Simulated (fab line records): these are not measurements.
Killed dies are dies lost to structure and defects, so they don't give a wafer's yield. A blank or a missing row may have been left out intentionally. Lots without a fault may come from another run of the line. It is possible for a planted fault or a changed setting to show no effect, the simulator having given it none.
Matching of chambers	flow nand_harc	4 sister chambers for NHARC_P_BONDPAD_ACTIVATE_29 on rie_diel-09
The step chemistry N2, time 60 s. 4 wafers are shown with their chamber, then 7 later ones without.

== WAFERS PAIRED WITH THEIR CHAMBERS ==
wafer	chamber	drypump_motor_current_A (A)
L134.1	3	6.2
L138.1	0	5.7
L138.5	1	5.0
L142.4	2	5.8

== WAFERS MISSING THEIR CHAMBER ==
wafer	drypump_motor_current_A (A)
L142.5	5.7
L142.6	6.3
L141.5	5.0
L141.6	5.7
L151.1	6.3
L151.2	5.7
L151.6	5.0

== THE CHAMBER EACH PASSED THROUGH ==
wafer	from the rows above	in truth
L142.5	can't be placed: 0 or 2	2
L142.6	3	3
L141.5	1	1
L141.6	can't be placed: 0 or 2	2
L151.1	3	3
L151.2	can't be placed: 0 or 2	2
L151.6	1	1
Correctly placed: 4 of 7. From these rows, 3 cannot be placed; in 3 the true chamber is one of the candidates. Wrongly placed: 0.
How it was worked out, from the rows above alone: a wafer's distance from a chamber is the root of the sum, over the readings, of the square of ((its reading less the chamber's mean) divided by the reading's scatter). The wafer belongs to the nearest chamber; if the next one is less than 2 further off, it can't be placed. For every chamber, the mean is computed from those of its wafers that are shown. The scatter: with one shown wafer a chamber, the root of the mean of the squares of how far each hidden wafer lies from its nearest shown one.
